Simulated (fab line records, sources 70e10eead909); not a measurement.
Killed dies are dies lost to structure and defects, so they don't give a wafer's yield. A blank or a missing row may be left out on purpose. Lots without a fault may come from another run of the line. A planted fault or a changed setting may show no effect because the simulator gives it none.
Which tool did it? | flow nand_harc | 24 lots, 72 wafers sampled, at 6 steps of a route of 1302

WHAT THE GAUGES READ, wafer by wafer
The record holds no reading of a measuring or inspecting step that can be judged against a usual standard deviation.

WHICH TOOL RAN EACH LOT (tool, then ch and the chambers of the sampled wafers, then the start)
lot  | NHARC_A_CONTACT_ETCH_113             | NHARC_A_CONTACT_ETCH_114             | NHARC_A_CONTACT_ETCH_122             | NHARC_A_CONTACT_DEP_58          | NHARC_A_CONTACT_DESCUM_74          | NHARC_A_CONTACT_ETCH_76
L074 | har_cap_etch-02 ch 0,1, day 21 19:02 | har_cap_etch-02 ch 0,1, day 21 19:12 | har_cap_etch-02 ch 0,1, day 21 20:34 | pecvd-02 ch 1,2, day 22 03:41   | rie_diel-09 ch 1,3, day 22 04:35   | rie_diel-09 ch 0,1, no start
L075 | har_cap_etch-02 ch 0,1, day 21 21:37 | har_cap_etch-02 ch 0,1, day 21 21:47 | har_cap_etch-02 ch 0,1, day 21 23:10 | pecvd-03 ch 0,1, day 22 04:59   | rie_diel-12 ch 0,2, day 22 05:50   | rie_diel-12 ch 0,1,2, no start
L076 | har_cap_etch-01 ch 0,1, day 22 13:28 | har_cap_etch-01 ch 0,1, day 22 13:38 | har_cap_etch-01 ch 0,1, day 22 15:00 | pecvd-01 ch 0,1, day 22 21:59   | rie_diel-09 ch 0,1,3, day 22 22:53 | rie_diel-09 ch 1,2,3, no start
L077 | har_cap_etch-02 ch 0,1, day 22 13:41 | har_cap_etch-02 ch 0,1, day 22 13:51 | har_cap_etch-02 ch 0,1, day 22 15:13 | pecvd-01 ch 0,1, day 22 23:06   | rie_diel-06 ch 0,1,2, day 22 23:51 | rie_diel-06 ch 0,1, no start
L078 | har_cap_etch-03 ch 0,1, day 22 17:39 | har_cap_etch-03 ch 0,1, day 22 17:49 | har_cap_etch-03 ch 0,1, day 22 19:11 | pecvd-02 ch 0,1, day 23 02:19   | rie_diel-06 ch 1,2, day 23 03:15   | rie_diel-06 ch 0,1, no start
L079 | har_cap_etch-01 ch 1, day 23 00:15   | har_cap_etch-01 ch 1, day 23 00:25   | har_cap_etch-01 ch 1, day 23 01:47   | pecvd-01 ch 0,2, day 23 07:28   | rie_diel-06 ch 1,2, day 23 08:20   | rie_diel-06 ch 0,2, no start
L081 | har_cap_etch-02 ch 0,1, day 24 07:56 | har_cap_etch-02 ch 0,1, day 24 08:07 | har_cap_etch-02 ch 0,1, day 24 09:29 | pecvd-02 ch 1,2, day 24 16:43   | rie_diel-09 ch 0,3, day 24 17:28   | rie_diel-09 ch 0,1,2, no start
L080 | har_cap_etch-01 ch 0,1, day 24 14:44 | har_cap_etch-01 ch 0,1, day 24 14:54 | har_cap_etch-01 ch 0,1, day 24 16:16 | pecvd-02 ch 0,1,2, day 24 21:52 | rie_diel-12 ch 1,2,3, day 24 22:46 | rie_diel-12 ch 0,3, no start
L083 | har_cap_etch-03 ch 0,1, day 25 08:08 | har_cap_etch-03 ch 0,1, day 25 08:19 | har_cap_etch-03 ch 0,1, day 25 09:40 | pecvd-03 ch 1,2, day 25 15:20   | rie_diel-12 ch 2,3, day 25 16:07   | rie_diel-12 ch 0,2,3, no start
L082 | har_cap_etch-01 ch 0,1, day 25 13:37 | har_cap_etch-01 ch 0,1, day 25 13:47 | har_cap_etch-01 ch 0,1, day 25 15:09 | pecvd-03 ch 0,1,2, day 25 23:21 | rie_diel-12 ch 1,2,3, day 26 00:04 | rie_diel-12 ch 1,2, no start
L085 | har_cap_etch-02 ch 0,1, day 26 04:32 | har_cap_etch-02 ch 0,1, day 26 04:43 | har_cap_etch-02 ch 0,1, day 26 06:05 | pecvd-02 ch 0,1,2, day 26 15:10 | rie_diel-12 ch 0,3, day 26 15:53   | rie_diel-12 ch 2,3, no start
L086 | har_cap_etch-03 ch 0,1, day 26 08:51 | har_cap_etch-03 ch 0,1, day 26 09:01 | har_cap_etch-03 ch 0,1, day 26 10:23 | pecvd-03 ch 1,2, day 26 19:04   | rie_diel-12 ch 0,1,2, day 26 20:00 | rie_diel-12 ch 0,1,3, no start
L084 | har_cap_etch-01 ch 0,1, day 26 09:46 | har_cap_etch-01 ch 0,1, day 26 09:56 | har_cap_etch-01 ch 0,1, day 26 11:18 | pecvd-01 ch 0,1, day 26 20:20   | rie_diel-09 ch 1,2,3, day 26 21:17 | rie_diel-09 ch 2,3, no start
L087 | har_cap_etch-02 ch 0,1, day 26 14:53 | har_cap_etch-02 ch 0,1, day 26 15:04 | har_cap_etch-02 ch 0,1, day 26 16:25 | pecvd-03 ch 1,2, day 27 05:08   | rie_diel-09 ch 0,1,2, day 27 06:02 | rie_diel-09 ch 0,1,3, no start
L088 | har_cap_etch-01 ch 0,1, day 27 15:51 | har_cap_etch-01 ch 0,1, day 27 16:01 | har_cap_etch-01 ch 0,1, day 27 17:23 | pecvd-01 ch 0,2, day 27 23:00   | rie_diel-12 ch 0,1,3, day 27 23:52 | rie_diel-12 ch 0,1,2, no start
L089 | har_cap_etch-02 ch 0,1, day 27 16:57 | har_cap_etch-02 ch 0,1, day 27 17:07 | har_cap_etch-02 ch 0,1, day 27 18:29 | pecvd-03 ch 1,2, day 28 00:04   | rie_diel-09 ch 2,3, day 28 00:55   | rie_diel-09 ch 0,1,3, no start
L091 | har_cap_etch-02 ch 0,1, day 28 18:07 | har_cap_etch-02 ch 0,1, day 28 18:17 | har_cap_etch-02 ch 0,1, day 28 19:39 | pecvd-03 ch 0,2, day 29 01:41   | rie_diel-12 ch 0,1,3, day 29 02:34 | rie_diel-12 ch 1,2,3, no start
L092 | har_cap_etch-03 ch 0,1, day 28 18:56 | har_cap_etch-03 ch 0,1, day 28 19:07 | har_cap_etch-03 ch 0,1, day 28 20:28 | pecvd-02 ch 1,2, day 29 06:55   | rie_diel-06 ch 0,1,3, day 29 07:55 | rie_diel-06 ch 0,1,2, no start
L090 | har_cap_etch-01 ch 0,1, day 28 21:55 | har_cap_etch-01 ch 0,1, day 28 22:05 | har_cap_etch-01 ch 0,1, day 28 23:27 | pecvd-02 ch 1,2, day 29 10:29   | rie_diel-06 ch 0,2,3, day 29 11:21 | rie_diel-06 ch 0,2,3, no start
L093 | har_cap_etch-03 ch 0,1, day 29 06:49 | har_cap_etch-03 ch 0,1, day 29 06:59 | har_cap_etch-03 ch 0,1, day 29 08:20 | pecvd-03 ch 0,1,2, day 29 15:10 | rie_diel-12 ch 0,1,2, day 29 16:04 | rie_diel-12 ch 0,1,2, no start
L094 | har_cap_etch-01 ch 0,1, day 30 00:40 | har_cap_etch-01 ch 0,1, day 30 00:50 | har_cap_etch-01 ch 0,1, day 30 02:11 | pecvd-02 ch 0,1, day 30 07:50   | rie_diel-09 ch 2,3, day 30 08:43   | rie_diel-09 ch 0,3, no start
L095 | har_cap_etch-02 ch 0,1, day 30 02:04 | har_cap_etch-02 ch 0,1, day 30 02:13 | har_cap_etch-02 ch 0,1, day 30 03:35 | pecvd-03 ch 0,1,2, day 30 10:37 | rie_diel-12 ch 0,1,3, day 30 11:22 | rie_diel-12 ch 0,1,2, no start
L096 | har_cap_etch-01 ch 0, day 30 21:17   | har_cap_etch-01 ch 0, day 30 21:31   | har_cap_etch-01 ch 0, day 30 23:19   | pecvd-01 ch 0,1,2, day 31 07:10 | rie_diel-12 ch 0,2,3, day 31 08:02 | rie_diel-12 ch 0,3, no start
L097 | har_cap_etch-03 ch 0,1, day 31 08:08 | har_cap_etch-03 ch 0,1, day 31 08:19 | har_cap_etch-03 ch 0,1, day 31 09:41 | pecvd-01 ch 0,1,2, day 31 16:08 | rie_diel-12 ch 0,2, day 31 16:55   | rie_diel-12 ch 1,3, no start
- NHARC_A_CONTACT_ETCH_113: etches the open film in C4F8/O2/Ar, time 190 s, target depth 1850 nm.
- NHARC_A_CONTACT_ETCH_114: etches the open film in C4F8/O2/Ar, time 190 s, target depth 1850 nm.
- NHARC_A_CONTACT_ETCH_122: etches the open film in C4F8/O2/Ar, time 190 s, target depth 1850 nm.
- NHARC_A_CONTACT_DEP_58: deposits SiON, target thk 90 nm.
- NHARC_A_CONTACT_DESCUM_74: chemistry O2, time 3 s.
- NHARC_A_CONTACT_ETCH_76: etches the open film in N2/H2, target depth 260 nm, time 475.3 s.

WHAT THE TOOLS THEMSELVES READ (means of the sampled wafers that have a number; where no wafer has one, the mark that the record gives instead)
NHARC_A_CONTACT_DEP_58.
lot  | tool     | heater_power_outer_w (W) | heater_power_w (W)
L074 | pecvd-02 | 506                      | 773
L075 | pecvd-03 | 585                      | 884
L076 | pecvd-01 | 445                      | 756
L077 | pecvd-01 | 426                      | 695
L078 | pecvd-02 | 467                      | 776
L079 | pecvd-01 | 470                      | 819
L081 | pecvd-02 | 453                      | 725
L080 | pecvd-02 | 474                      | 759
L083 | pecvd-03 | 529                      | 829
L082 | pecvd-03 | 530                      | 831
L085 | pecvd-02 | 453                      | 743
L086 | pecvd-03 | 547                      | 861
L084 | pecvd-01 | 422                      | 700
L087 | pecvd-03 | 538                      | 836
L088 | pecvd-01 | 447                      | 784
L089 | pecvd-03 | 508                      | 799
L091 | pecvd-03 | 552                      | 883
L092 | pecvd-02 | 476                      | 759
L090 | pecvd-02 | 486                      | 764
L093 | pecvd-03 | 558                      | 855
L094 | pecvd-02 | 448                      | 737
L095 | pecvd-03 | 529                      | 846
L096 | pecvd-01 | 436                      | 733
L097 | pecvd-01 | 451                      | 758

NHARC_A_CONTACT_DESCUM_74.
lot  | tool        | drypump_motor_current_A (A) | oes_product_au (a.u.) | rf_vpp_V (V) | showerhead_plenum_p_Torr (Torr) | throttle_valve_pct (%)
L074 | rie_diel-09 | 5.9                         | 0.990                 | 57.8         | 1.91                            | 11.308
L075 | rie_diel-12 | 5.3                         | 0.997                 | 57.6         | 1.89                            | 11.302
L076 | rie_diel-09 | 5.9                         | 1.004                 | 57.5         | 1.85                            | 11.311
L077 | rie_diel-06 | 5.6                         | 1.001                 | 57.8         | 1.91                            | 11.312
L078 | rie_diel-06 | 5.3                         | 1.003                 | 57.8         | 1.92                            | 11.305
L079 | rie_diel-06 | 5.6                         | 1.010                 | 57.4         | 1.94                            | 11.308
L081 | rie_diel-09 | 5.7                         | 1.001                 | 57.5         | 1.85                            | 11.315
L080 | rie_diel-12 | 5.8                         | 0.999                 | 56.7         | 1.87                            | 11.314
L083 | rie_diel-12 | 6.0                         | 1.001                 | 57.6         | 1.86                            | 11.313
L082 | rie_diel-12 | 5.8                         | 1.003                 | 56.8         | 1.87                            | 11.308
L085 | rie_diel-12 | 6.2                         | 1.001                 | 57.4         | 1.87                            | 11.316
L086 | rie_diel-12 | 5.4                         | 1.003                 | 57.8         | 1.88                            | 11.310
L084 | rie_diel-09 | 6.0                         | 1.002                 | 57.6         | 1.88                            | 11.312
L087 | rie_diel-09 | 5.9                         | 1.006                 | 56.8         | 1.83                            | 11.315
L088 | rie_diel-12 | 5.9                         | 1.000                 | 57.3         | 1.88                            | 11.307
L089 | rie_diel-09 | 5.8                         | 1.000                 | 57.7         | 1.92                            | 11.309
L091 | rie_diel-12 | 5.9                         | 0.999                 | 57.8         | 1.88                            | 11.315
L092 | rie_diel-06 | 5.8                         | 0.996                 | 57.6         | 1.87                            | 11.317
L090 | rie_diel-06 | 5.5                         | 0.995                 | 56.7         | 1.85                            | 11.313
L093 | rie_diel-12 | 5.5                         | 0.989                 | 57.6         | 1.88                            | 11.313
L094 | rie_diel-09 | 5.8                         | 0.997                 | 58.2         | 1.90                            | 11.311
L095 | rie_diel-12 | 5.9                         | 1.000                 | 57.6         | 1.88                            | 11.312
L096 | rie_diel-12 | 5.7                         | 1.000                 | 57.0         | 1.86                            | 11.302
L097 | rie_diel-12 | 5.3                         | 1.000                 | 57.8         | 1.87                            | 11.319

NHARC_A_CONTACT_ETCH_76.
lot  | tool        | drypump_motor_current_A (A) | h2_flow_sccm (sccm) | oes_product_au (a.u.) | rf_vpp_V (V) | showerhead_plenum_p_Torr (Torr) | throttle_valve_pct (%)
L074 | rie_diel-09 | 5.9                         | 150.3               | 1.002                 | 426.9        | 1.93                            | 14.175
L075 | rie_diel-12 | 5.5                         | 150.2               | 1.000                 | 430.2        | 2.02                            | 14.159
L076 | rie_diel-09 | 5.9                         | 150.0               | 0.997                 | 430.3        | 2.01                            | 14.166
L077 | rie_diel-06 | 5.7                         | 150.2               | 1.012                 | 430.9        | 2.02                            | 14.176
L078 | rie_diel-06 | 5.7                         | 150.0               | 1.002                 | 429.9        | 2.02                            | 14.167
L079 | rie_diel-06 | 5.5                         | 150.3               | 1.002                 | 430.0        | 2.01                            | 14.163
L081 | rie_diel-09 | 5.9                         | 149.9               | 1.007                 | 427.5        | 1.96                            | 14.173
L080 | rie_diel-12 | 6.2                         | 150.3               | 1.003                 | 430.0        | 2.00                            | 14.172
L083 | rie_diel-12 | 5.7                         | 150.0               | 1.005                 | 429.6        | 1.99                            | 14.170
L082 | rie_diel-12 | 5.6                         | 149.7               | 1.008                 | 429.3        | 2.01                            | 14.162
L085 | rie_diel-12 | 6.0                         | 149.8               | 0.994                 | 428.4        | 1.98                            | 14.168
L086 | rie_diel-12 | 5.9                         | 149.5               | 1.003                 | 429.8        | 2.01                            | 14.173
L084 | rie_diel-09 | 5.8                         | 149.3               | 0.992                 | 430.6        | 2.03                            | 14.170
L087 | rie_diel-09 | 5.9                         | 150.0               | 0.997                 | 428.5        | 1.96                            | 14.177
L088 | rie_diel-12 | 5.5                         | 149.7               | 0.996                 | 429.7        | 2.01                            | 14.159
L089 | rie_diel-09 | 5.9                         | 149.8               | 0.995                 | 427.2        | 1.96                            | 14.176
L091 | rie_diel-12 | 5.8                         | 150.2               | 1.000                 | 428.4        | 1.99                            | 14.171
L092 | rie_diel-06 | 5.5                         | 150.1               | 0.999                 | 430.0        | 2.02                            | 14.165
L090 | rie_diel-06 | 5.5                         | 150.2               | 1.003                 | 429.5        | 1.98                            | 14.174
L093 | rie_diel-12 | 5.5                         | 150.3               | 0.996                 | 429.4        | 2.01                            | 14.174
L094 | rie_diel-09 | 5.7                         | 149.6               | 1.002                 | 428.2        | 1.95                            | 14.162
L095 | rie_diel-12 | 5.5                         | 150.1               | 0.998                 | 429.2        | 2.00                            | 14.161
L096 | rie_diel-12 | 6.2                         | 149.8               | 0.998                 | 429.5        | 1.99                            | 14.179
L097 | rie_diel-12 | 6.3                         | 150.1               | 0.993                 | 429.4        | 1.99                            | 14.166

THE ANSWER, worked out from the rows above alone
Rule: what is usual is taken from the lots themselves. Put in order of their means at a reading, lots are off if they are a third of the lots or fewer, leave a main group of 4 or more, and stand apart from it by a gap of 3 or more times the standard deviation of the main group's means; of several such gaps the widest counts. A main group whose means are all the same, to the digits that the tables above print for the reading, isn't used. A lot without any number at a reading at which 4 lots or more have one is off too. The other lots that the step has rows for count as sound. The gauges are gone through in route order, then the tools' own readings, and for those a lot's mean is taken as printed above. The first step at which some lot is off is used, and at that step the reading that is off furthest; a lot without a number counts as furthest.
No lot is off at any reading shown: from this, nothing can be told.

WHAT THE SIMULATOR HAD PUT IN
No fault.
